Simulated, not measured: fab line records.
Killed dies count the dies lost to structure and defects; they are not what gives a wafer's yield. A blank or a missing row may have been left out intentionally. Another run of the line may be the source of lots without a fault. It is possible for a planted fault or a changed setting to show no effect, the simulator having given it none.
Matching of chambers	flow n5 finfet	4 sister chambers for N5_BEOL_M10_ETCH_66 on rie diel-04
The step etches SOC in N2/H2, target depth 120 nm, overetch 24 nm, time 180 s. 4 wafers are shown with their chamber, then 10 later ones without.

== WAFERS PAIRED WITH THEIR CHAMBERS ==
wafer	chamber	drypump motor current A (A)
L083.2	2	4.9
L089.3	0	5.8
L089.4	1	6.4
L089.5	3	6.6

== WAFERS WITH NO CHAMBER GIVEN ==
wafer	drypump motor current A (A)
L089.6	5.8
L087.2	4.9
L087.3	6.5
L087.5	4.9
L097.1	6.3
L097.2	6.6
L097.4	5.8
L096.2	4.9
L096.3	6.4
L096.4	6.5

== WHICH CHAMBER EACH WENT THROUGH ==
wafer	from the rows above	in truth
L089.6	0	0
L087.2	2	2
L087.3	can't be placed: 1 or 3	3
L087.5	2	2
L097.1	1	1
L097.2	3	3
L097.4	0	0
L096.2	2	2
L096.3	1	1
L096.4	can't be placed: 1 or 3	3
Correctly placed: 8 of 10. Cannot be placed on the basis of these rows: 2; the candidates contain the true chamber in 2. 0 placed wrongly.
How it was worked out, from the rows above alone: a wafer's distance from a chamber is the root of the sum, over the readings, of the square of ((its reading less the chamber's mean) divided by the reading's scatter). The wafer belongs to the nearest chamber; if the next one is less than 2 further off, it can't be placed. For every chamber, the mean is computed from those of its wafers that are shown. The scatter: with one shown wafer a chamber, the root of the mean of the squares of how far each hidden wafer lies from its nearest shown one.
